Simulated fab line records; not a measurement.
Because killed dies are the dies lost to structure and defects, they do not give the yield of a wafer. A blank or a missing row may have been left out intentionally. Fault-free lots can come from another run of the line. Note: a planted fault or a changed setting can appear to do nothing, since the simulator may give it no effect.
fab line records :: flow n5Finfet
record:
  lots: 7
  wafers: 39
route steps=1938 shown MOL_CONTACT_COAG@551
startH: start of the lot's first displayed wafer, in hours after the record's first day :: waitH: hours since the lot's step before :: " the same as in the row above :: L1.1+2: a single row standing in for several wafers :: - no value, or no start was given :: * or withheld: withheld :: < > ~ a bound
route shown NAME@n: NAME is a module with steps in the file, n the number in the route of the first one :: usual: mean/standard deviation of fault-free wafers :: same: alike in all rows :: chamber/n: place in a boat :: sites: per-site readings :: _std_site: the standard deviation of these :: _edge_site: the outer-site mean with the inner-site mean subtracted :: radiusMm: for every site, how far away it sits from the centre of the wafer :: mask NAME#n: copy n :: behind: the tool/chamber that last shaped the wafer :: hold: why the lot was held/for how many hours/how that ended :: device: the transistor (n, p or np) that didn't switch :: end of line: the same wafers' tests at the end of the route :: a step given without rows: its recipe and nothing more :: killed: dies that structure and defects cost at the first sort, which is not the same as the wafer's yield :: map: dies across one wafer; x = killed, . = not, _ = none there
set.NAME: setting as actually run; set.NAME@STEP: the setting as run at that earlier step :: model.NAME: the simulator's own value behind a step, which no gauge read
one table per step and one row per wafer, for lots whose settings were changed on purpose
== steps ==
step: N5_MOL_CONTACT_COAG_SPUTTER_130
recipe:
  material: Co
  targetThkA: 475
  tempC: 25
  chamberPressurePa: 0.5
  powerW: 3000
lot.wafer: L077.1+2
tool: pvdSputter-02
chamber: -
startH: 114.61
waitH: 0.0
set.targetThkA: 537.2
model.Co_of_MOL_CONTACT_COAG_SPUTTER_130.thkNm: 52.6

lot.wafer: L077.3
tool: pvdSputter-02
chamber: -
startH: 114.61
waitH: 0.0
set.targetThkA: 475
model.Co_of_MOL_CONTACT_COAG_SPUTTER_130.thkNm: 46.6

lot.wafer: L077.4
tool: pvdSputter-02
chamber: -
startH: 114.61
waitH: 0.0
set.targetThkA: 537.2
model.Co_of_MOL_CONTACT_COAG_SPUTTER_130.thkNm: 53.2

lot.wafer: L077.5+6
tool: pvdSputter-02
chamber: -
startH: 114.61
waitH: 0.0
set.targetThkA: 475
model.Co_of_MOL_CONTACT_COAG_SPUTTER_130.thkNm: 47

lot.wafer: L080.2
tool: pvdSputter-02
chamber: -
startH: 131.25
waitH: 0.0
set.targetThkA: 475
model.Co_of_MOL_CONTACT_COAG_SPUTTER_130.thkNm: 47.2

lot.wafer: L080.3
tool: pvdSputter-02
chamber: -
startH: 131.25
waitH: 0.0
set.targetThkA: 475
model.Co_of_MOL_CONTACT_COAG_SPUTTER_130.thkNm: 47.8

lot.wafer: L080.4
tool: pvdSputter-02
chamber: -
startH: 131.25
waitH: 0.0
set.targetThkA: 475
model.Co_of_MOL_CONTACT_COAG_SPUTTER_130.thkNm: 47.4

lot.wafer: L088.1+2
tool: pvdSputter-01
chamber: -
startH: 180.67
waitH: 0.0
set.targetThkA: 475
model.Co_of_MOL_CONTACT_COAG_SPUTTER_130.thkNm: 47.6

lot.wafer: L088.3
tool: pvdSputter-01
chamber: -
startH: 180.67
waitH: 0.0
set.targetThkA: 475
model.Co_of_MOL_CONTACT_COAG_SPUTTER_130.thkNm: 47.4

lot.wafer: L088.4
tool: pvdSputter-01
chamber: -
startH: 180.67
waitH: 0.0
set.targetThkA: 531.1
model.Co_of_MOL_CONTACT_COAG_SPUTTER_130.thkNm: 52.6

lot.wafer: L088.5
tool: pvdSputter-01
chamber: -
startH: 180.67
waitH: 0.0
set.targetThkA: 531.1
model.Co_of_MOL_CONTACT_COAG_SPUTTER_130.thkNm: 53.2

lot.wafer: L088.6
tool: pvdSputter-01
chamber: -
startH: 180.67
waitH: 0.0
set.targetThkA: 531.1
model.Co_of_MOL_CONTACT_COAG_SPUTTER_130.thkNm: 53

lot.wafer: L092.1
tool: pvdSputter-01
chamber: -
startH: 199.60
waitH: 0.0
set.targetThkA: 542.8
model.Co_of_MOL_CONTACT_COAG_SPUTTER_130.thkNm: 53.8

lot.wafer: L092.2+3+6
tool: pvdSputter-01
chamber: -
startH: 199.60
waitH: 0.0
set.targetThkA: 475
model.Co_of_MOL_CONTACT_COAG_SPUTTER_130.thkNm: 47.2

lot.wafer: L092.4
tool: pvdSputter-01
chamber: -
startH: 199.60
waitH: 0.0
set.targetThkA: 542.8
model.Co_of_MOL_CONTACT_COAG_SPUTTER_130.thkNm: 54

lot.wafer: L092.5
tool: pvdSputter-01
chamber: -
startH: 199.60
waitH: 0.0
set.targetThkA: 542.8
model.Co_of_MOL_CONTACT_COAG_SPUTTER_130.thkNm: 54.2

lot.wafer: L093.1
tool: pvdSputter-03
chamber: -
startH: 206.16
waitH: 0.0
set.targetThkA: 475
model.Co_of_MOL_CONTACT_COAG_SPUTTER_130.thkNm: 46.6

lot.wafer: L093.2
tool: pvdSputter-03
chamber: -
startH: 206.16
waitH: 0.0
set.targetThkA: 526.1
model.Co_of_MOL_CONTACT_COAG_SPUTTER_130.thkNm: 50.6

lot.wafer: L093.3
tool: pvdSputter-03
chamber: -
startH: 206.16
waitH: 0.0
set.targetThkA: 526.1
model.Co_of_MOL_CONTACT_COAG_SPUTTER_130.thkNm: 51.2

lot.wafer: L093.4
tool: pvdSputter-03
chamber: -
startH: 206.16
waitH: 0.0
set.targetThkA: 475
model.Co_of_MOL_CONTACT_COAG_SPUTTER_130.thkNm: 46

lot.wafer: L093.5
tool: pvdSputter-03
chamber: -
startH: 206.16
waitH: 0.0
set.targetThkA: 475
model.Co_of_MOL_CONTACT_COAG_SPUTTER_130.thkNm: 46.4

lot.wafer: L093.6
tool: pvdSputter-03
chamber: -
startH: 206.16
waitH: 0.0
set.targetThkA: 526.1
model.Co_of_MOL_CONTACT_COAG_SPUTTER_130.thkNm: 51.6

lot.wafer: L096.1+3+6
tool: pvdSputter-01
chamber: -
startH: 226.16
waitH: 0.0
set.targetThkA: 475
model.Co_of_MOL_CONTACT_COAG_SPUTTER_130.thkNm: 47.4

lot.wafer: L096.2
tool: pvdSputter-01
chamber: -
startH: 226.16
waitH: 0.0
set.targetThkA: 504
model.Co_of_MOL_CONTACT_COAG_SPUTTER_130.thkNm: 50.4

lot.wafer: L096.4+5
tool: pvdSputter-01
chamber: -
startH: 226.16
waitH: 0.0
set.targetThkA: 504
model.Co_of_MOL_CONTACT_COAG_SPUTTER_130.thkNm: 50.6

lot.wafer: L097.1+5
tool: pvdSputter-01
chamber: -
startH: 229.44
waitH: 0.0
set.targetThkA: 407.1
model.Co_of_MOL_CONTACT_COAG_SPUTTER_130.thkNm: 40.6

lot.wafer: L097.2
tool: pvdSputter-01
chamber: -
startH: 229.44
waitH: 0.0
set.targetThkA: 407.1
model.Co_of_MOL_CONTACT_COAG_SPUTTER_130.thkNm: 40.2

lot.wafer: L097.3+4
tool: pvdSputter-01
chamber: -
startH: 229.44
waitH: 0.0
set.targetThkA: 475
model.Co_of_MOL_CONTACT_COAG_SPUTTER_130.thkNm: 47.2

lot.wafer: L097.6
tool: pvdSputter-01
chamber: -
startH: 229.44
waitH: 0.0
set.targetThkA: 475
model.Co_of_MOL_CONTACT_COAG_SPUTTER_130.thkNm: 47
== key ==
split:
  step: N5_MOL_CONTACT_COAG_SPUTTER_130
  setting: targetThkA
  stated: 475
  by: wafer
response:
  step: N5_MOL_CONTACT_COAG_SPUTTER_130
  reading: model.Co_of_MOL_CONTACT_COAG_SPUTTER_130.thkNm
  change: +0.464
  per: 1%
  r: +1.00
